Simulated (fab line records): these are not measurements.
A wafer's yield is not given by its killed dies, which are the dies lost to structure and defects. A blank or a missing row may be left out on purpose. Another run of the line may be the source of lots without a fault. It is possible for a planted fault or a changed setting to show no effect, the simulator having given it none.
The tool behind it: which one? | flow nand harc | Sampling: 9 lots, 27 wafers, 5 of 1159 route steps

== WHAT THE GAUGES SHOWED, per wafer ==
NHARC_A_SGD_CUT_OVL_MEAS_10.
lot  | measured     | on         | overlay x nm (nm)
L077 | day 14 13:28 | overlay-01 | 1.0 1.2 1.3
L080 | day 15 05:36 | overlay-02 | -0.6 -0.2 -0.4
L081 | day 16 00:27 | overlay-02 | -0.4 -0.6 -0.2
L085 | day 16 11:11 | overlay-02 | -1.0 -0.1 -0.5
L086 | day 16 18:19 | overlay-02 | -0.5 -0.1 -0.4
L089 | day 17 06:47 | overlay-02 | -1.3 -0.8 -0.8
L093 | day 18 09:19 | overlay-02 | -0.2 -0.5 -0.8
L094 | day 18 15:35 | overlay-02 | 0.4 -0.3 0.2
L097 | day 19 15:34 | overlay-02 | 0.8 0.5 1.0

== WHAT TOOL EACH LOT RAN ON (gives the tool, then ch and the chambers of the sampled wafers, and finally the start) ==
lot  | NHARC_A_STAIRCASE_DESCUM_291       | NHARC_A_STAIRCASE_HM_OPEN_460                 | NHARC_A_STAIRCASE_STRIP_476        | NHARC_A_STAIRCASE_STRIP_475
L077 | rie diel-03 ch 0,1,3, day 12 06:35 | rie diel-03 ch 1,2,3, day 12 15:40 or earlier | rie diel-12 ch 1,2,3, day 12 15:40 | rie diel-12 ch 0,2,3, day 14 13:28 or earlier
L080 | rie diel-02 ch 1,2, day 12 20:28   | rie diel-02 ch 0,2, day 13 07:11 or earlier   | rie diel-02 ch 1,2,3, day 13 07:11 | rie diel-12 ch 1,2,3, day 15 05:36 or earlier
L081 | rie diel-02 ch 1,2,3, day 13 14:13 | rie diel-02 ch 0,1,3, day 14 02:37 or earlier | rie diel-02 ch 0,1,2, day 14 02:37 | rie diel-03 ch 1,2,3, day 16 00:27 or earlier
L085 | rie diel-02 ch 1,3, day 14 02:25   | rie diel-02 ch 0,1,3, day 14 15:29 or earlier | rie diel-02 ch 0,2,3, day 14 15:29 | rie diel-02 ch 0,1,2, day 16 11:11 or earlier
L086 | rie diel-02 ch 0,3, day 14 11:42   | rie diel-02 ch 0,1,3, day 15 01:21 or earlier | rie diel-12 ch 0,2,3, day 15 01:21 | rie diel-12 ch 0,3, day 16 18:19 or earlier
L089 | rie diel-02 ch 0,2,3, day 15 02:19 | rie diel-02 ch 1,2,3, day 15 11:28 or earlier | rie diel-02 ch 0,1,2, day 15 11:28 | rie diel-03 ch 0,2,3, day 17 06:47 or earlier
L093 | rie diel-02 ch 0,1,3, day 16 05:02 | rie diel-02 ch 1,2,3, day 16 15:41 or earlier | rie diel-12 ch 0,2,3, day 16 15:41 | rie diel-03 ch 0,1,3, day 18 09:19 or earlier
L094 | rie diel-02 ch 0,2,3, day 16 11:12 | rie diel-02 ch 0,2,3, day 16 20:49 or earlier | rie diel-03 ch 0,2,3, day 16 20:49 | rie diel-02 ch 0,1,3, day 18 15:35 or earlier
L097 | rie diel-02 ch 0,1,3, day 17 06:56 | rie diel-02 ch 1,2,3, day 17 16:44 or earlier | rie diel-02 ch 2,3, day 17 16:44   | rie diel-02 ch 0,2, day 19 15:34 or earlier
- NHARC_A_STAIRCASE_DESCUM_291: chemistry O2, time 3 s.
- NHARC_A_STAIRCASE_HM_OPEN_460: chemistry O2/COS.
- NHARC_A_STAIRCASE_STRIP_476: strips in O2, time 20 s.
- NHARC_A_STAIRCASE_STRIP_475: strips in O2, time 20 s.

== THE ANSWER, worked out from the rows above alone ==
Rule: usual is defined by the lots themselves. Put in order of their means at a reading, lots are off if they are a third of the lots or fewer, leave a main group of 4 or more, and stand apart from it by a gap of 3 or more times the standard deviation of the main group's means; of several such gaps the widest counts. A main group is skipped when, at the precision printed for the reading in the tables above, its means are all equal. A lot without any number at a reading at which 4 lots or more have one is off too. Any other lot the step has rows for is counted as sound.
None of the lots is off at any reading shown; this tells nothing.

== WHAT THE SIMULATOR HAD PUT IN ==
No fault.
